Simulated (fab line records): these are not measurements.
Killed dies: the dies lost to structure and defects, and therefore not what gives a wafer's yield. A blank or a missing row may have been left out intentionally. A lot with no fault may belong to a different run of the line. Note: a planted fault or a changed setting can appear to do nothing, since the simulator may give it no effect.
Which tool did it? | flow nand_harc | 36 wafers from 12 lots sampled at 5 of the route's 1159 steps

## WHAT EACH GAUGE READ, for each wafer
NHARC_THIN_TSV_THK_MEAS_02: measures by ir. Usual: thk_nm 3013 nm, standard deviation 180.
lot  | measured     | on            | thk_nm (nm)    | flag
L109 | day 18 21:42 | film_metro-01 | 3159 3039 2998 |
L111 | day 18 15:28 | film_metro-02 | 2822 3333 3073 |
L110 | day 18 17:51 | film_metro-02 | 2842 2505 2894 |
L113 | day 19 04:26 | film_metro-01 | 2694 2927 3061 |
L112 | day 19 12:30 | film_metro-02 | 3140 2889 3192 |
L115 | day 19 11:17 | film_metro-02 | 3011 3073 2813 |
L114 | day 18 22:53 | film_metro-01 | 3210 3126 2997 |
L116 | day 20 02:41 | film_metro-02 | 3005 3401 2777 |
L118 | day 20 16:28 | film_metro-01 | 3050 2888 2716 |
L119 | day 21 01:38 | film_metro-02 | 3027 3049 2952 |
L123 | day 22 21:56 | film_metro-02 | 3080 2915 3227 |
L125 | day 22 20:45 | film_metro-02 | 3270 2952 3256 |

NHARC_END_SORT_01. Usual: defect_limited_yield 95.8 %, standard deviation 1.2; killed_at_array 24, standard deviation 7.4; killed_at_other 0.5, standard deviation 0.81; killed_at_periphery 3.4, standard deviation 2.3; killed_dies 28, standard deviation 8; killed_open 3.4, standard deviation 1.8; killed_short 2.0, standard deviation 1.4; sort_bin_2_pct 1.3 %, standard deviation 0.54; sort_bin_3_pct 0.23 %, standard deviation 0.2; sort_bin_4_pct 2.7 %, standard deviation 0.77; sort_n_pass 649, standard deviation 8; sort_rim_yield_pct 94.2 %, standard deviation 2.7; sort_yield_pct 95.8 %, standard deviation 1.2.
lot  | measured     | on        | defect_limited_yield (%) | killed_at_array | killed_at_other | killed_at_periphery | killed_dies | killed_open | killed_short | sort_bin_2_pct (%) | sort_bin_3_pct (%) | sort_bin_4_pct (%) | sort_n_pass | sort_rim_yield_pct (%) | sort_yield_pct (%) | flag
L118 | day 21 09:03 | prober-02 | 96.3 97.2 90.1           | 24 19 9         | 0 0 1           | 1 0 57              | 25 19 67    | 3 3 3       | 2 1 1        | 0.9 0.9 4.3        | 0.44 0 2.22        | 2.4 1.9 3.4        | 652 658 610 | 95.3 94.3 88.7         | 96.3 97.2 90.1     | OFF
L123 | day 24 02:34 | prober-01 | 97.2 96.6                | 15 19           | 2 2             | 2 2                 | 19 23       | 3 2         | 2 2          | 1.5 1.3            | 0.30 0.15          | 1.0 1.9            | 658 654     | 97.2 98.1              | 97.2 96.6          |

## WHAT TOOL EACH LOT RAN ON (gives the tool, then ch and the chambers of the sampled wafers, and finally the start)
lot  | NHARC_P_M2_ETCH_28                 | NHARC_A_BONDPAD_PVD_17                  | NHARC_A_BONDPAD_PVD_27
L109 | rie_diel-07 ch 0,2,3, day 6 08:19  | pvd_sputter-03, day 18 21:42 or earlier | pvd_sputter-03, day 18 21:42 or earlier
L111 | rie_diel-07 ch 1,2,3, day 6 20:29  | pvd_sputter-02, day 18 15:28 or earlier | pvd_sputter-02, day 18 15:28 or earlier
L110 | rie_diel-07 ch 1,2, day 6 20:58    | pvd_sputter-03, day 18 17:51 or earlier | pvd_sputter-03, day 18 17:51 or earlier
L113 | rie_diel-07 ch 0,3, day 7 04:49    | pvd_sputter-03, day 19 04:26 or earlier | pvd_sputter-03, day 19 04:26 or earlier
L112 | rie_diel-07 ch 1,2, day 7 09:26    | pvd_sputter-02, day 19 12:30 or earlier | pvd_sputter-02, day 19 12:30 or earlier
L115 | rie_diel-11 ch 1,3, day 7 10:23    | pvd_sputter-02, day 19 11:17 or earlier | pvd_sputter-02, day 19 11:17 or earlier
L114 | rie_diel-07 ch 0,3, day 7 11:07    | pvd_sputter-02, day 18 22:53 or earlier | pvd_sputter-02, day 18 22:53 or earlier
L116 | rie_diel-07 ch 0,2,3, day 7 21:27  | pvd_sputter-02, day 20 02:41 or earlier | pvd_sputter-02, day 20 02:41 or earlier
L118 | rie_diel-07 ch 0,2,3, day 8 07:41  | pvd_sputter-02, day 20 16:28 or earlier | pvd_sputter-02, day 20 16:28 or earlier
L119 | rie_diel-01 ch 1,2, day 8 22:01    | pvd_sputter-01, day 21 01:38 or earlier | pvd_sputter-01, day 21 01:38 or earlier
L123 | rie_diel-11 ch 0,1,3, day 10 03:46 | pvd_sputter-01, day 22 21:56 or earlier | pvd_sputter-01, day 22 21:56 or earlier
L125 | rie_diel-11 ch 0,1,3, day 10 09:58 | pvd_sputter-03, day 22 20:45 or earlier | pvd_sputter-03, day 22 20:45 or earlier
- NHARC_P_M2_ETCH_28: etches the open film in CF4/N2, target depth 30 nm, time 72.99 s.
- NHARC_A_BONDPAD_PVD_17: deposits TaN, target thk 5 nm, time 8.06 s.
- NHARC_A_BONDPAD_PVD_27: deposits Cu, target thk 30 nm, time 20.49 s.

## AS READ BY THE TOOLS THEMSELVES (means over the sampled wafers that have a number; for cases with no such wafer, the mark the record gives instead)
NHARC_P_M2_ETCH_28. Usual: drypump_motor_current_A 6.0 A, standard deviation 0.45; oes_product_au 0.997 a.u., standard deviation 0.0078; rf_fwd_power_W 297.5 W, standard deviation 0.97; rf_vpp_V 314.8 V, standard deviation 2.1; showerhead_plenum_p_Torr 2.67 Torr, standard deviation 0.12; throttle_valve_pct 19.794 %, standard deviation 0.0091.
lot  | tool        | drypump_motor_current_A (A) | oes_product_au (a.u.) | rf_fwd_power_W (W) | rf_vpp_V (V) | showerhead_plenum_p_Torr (Torr) | throttle_valve_pct (%) | flag
L109 | rie_diel-07 | 5.9                         | 1.000                 | 297.5              | 314.4        | 2.66                            | 19.791                 |
L111 | rie_diel-07 | 6.2                         | 1.004                 | 296.9              | 315.9        | 2.72                            | 19.784                 |
L110 | rie_diel-07 | 6.4                         | 0.992                 | 297.6              | 316.3        | 2.72                            | 19.792                 |
L113 | rie_diel-07 | 6.0                         | 0.996                 | 298.4              | 313.4        | 2.61                            | 19.803                 |
L112 | rie_diel-07 | 6.4                         | 0.989                 | 297.0              | 315.0        | 2.73                            | 19.789                 |
L115 | rie_diel-11 | 5.7                         | 1.006                 | 298.8              | 316.2        | 2.71                            | 19.788                 |
L114 | rie_diel-07 | 5.7                         | 0.985                 | 297.8              | 312.8        | 2.54                            | 19.792                 |
L116 | rie_diel-07 | 5.8                         | 0.996                 | 298.1              | 315.2        | 2.65                            | 19.791                 |
L118 | rie_diel-07 | 5.8                         | 0.992                 | 297.4              | 314.8        | 2.65                            | 19.796                 |
L119 | rie_diel-01 | 6.0                         | 0.998                 | 298.3              | 313.8        | 2.66                            | 19.792                 |
L123 | rie_diel-11 | 5.6                         | 1.002                 | 297.7              | 316.7        | 2.74                            | 19.798                 |
L125 | rie_diel-11 | 5.6                         | 0.996                 | 297.3              | 315.4        | 2.74                            | 19.796                 |

NHARC_A_BONDPAD_PVD_17. Usual: throttle_valve_pct 29.8 %, standard deviation 1.
lot  | tool           | throttle_valve_pct (%) | flag
L109 | pvd_sputter-03 | 28.7                   |
L111 | pvd_sputter-02 | 30.8                   |
L110 | pvd_sputter-03 | 29.9                   |
L113 | pvd_sputter-03 | 29.5                   |
L112 | pvd_sputter-02 | 30.9                   |
L115 | pvd_sputter-02 | 29.8                   |
L114 | pvd_sputter-02 | 30.1                   |
L116 | pvd_sputter-02 | 30.2                   |
L118 | pvd_sputter-02 | 30.5                   |
L119 | pvd_sputter-01 | 30.5                   |
L123 | pvd_sputter-01 | 30.2                   |
L125 | pvd_sputter-03 | 30.4                   |

NHARC_A_BONDPAD_PVD_27. Usual: throttle_valve_pct 29.8 %, standard deviation 0.98.
lot  | tool           | throttle_valve_pct (%) | flag
L109 | pvd_sputter-03 | 29.9                   |
L111 | pvd_sputter-02 | 30.4                   |
L110 | pvd_sputter-03 | 29.5                   |
L113 | pvd_sputter-03 | 29.5                   |
L112 | pvd_sputter-02 | 29.8                   |
L115 | pvd_sputter-02 | 30.4                   |
L114 | pvd_sputter-02 | 30.5                   |
L116 | pvd_sputter-02 | 29.7                   |
L118 | pvd_sputter-02 | 29.7                   |
L119 | pvd_sputter-01 | 29.5                   |
L123 | pvd_sputter-01 | 30.5                   |
L125 | pvd_sputter-03 | 29.4                   |

## THE ANSWER, worked out from the rows above alone
Rule: a lot is off if the mean of its wafers that have a number lies more than 3 standard deviations from the usual mean. A lot without any number at a reading at which 4 lots or more have one is off too. Where the step has rows for the other lots, those lots are counted as sound. First the gauges in route order, then the tools' own readings, where a lot's mean is used as printed above. The first step at which some lot is off is used, and at that step the reading that is off furthest; a lot without a number counts as furthest.
Off, at NHARC_END_SORT_01 on killed_at_periphery: L118. Neither off nor sound, because the step has no rows for them: L109, L111, L110, L113, L112, L115, L114, L116, L119, L125.
A tool fits if, at a process step before that reading, it ran every lot that is off, and no sound lot after the first of them. The gauges at NHARC_END_SORT_01 are tried like those tools. NHARC_A_BONDPAD_PVD_17: start missing for some lots; hours and lot order therefore follow NHARC_THIN_TSV_THK_MEAS_02. NHARC_A_BONDPAD_PVD_27: start missing for some lots; hours and lot order therefore follow NHARC_THIN_TSV_THK_MEAS_02. Can't be told from this: 3 tools fit, rie_diel-07 at NHARC_P_M2_ETCH_28, pvd_sputter-02 at NHARC_A_BONDPAD_PVD_17 and NHARC_A_BONDPAD_PVD_27, prober-02 at NHARC_END_SORT_01.

## WHAT THE SIMULATOR HAD PUT IN
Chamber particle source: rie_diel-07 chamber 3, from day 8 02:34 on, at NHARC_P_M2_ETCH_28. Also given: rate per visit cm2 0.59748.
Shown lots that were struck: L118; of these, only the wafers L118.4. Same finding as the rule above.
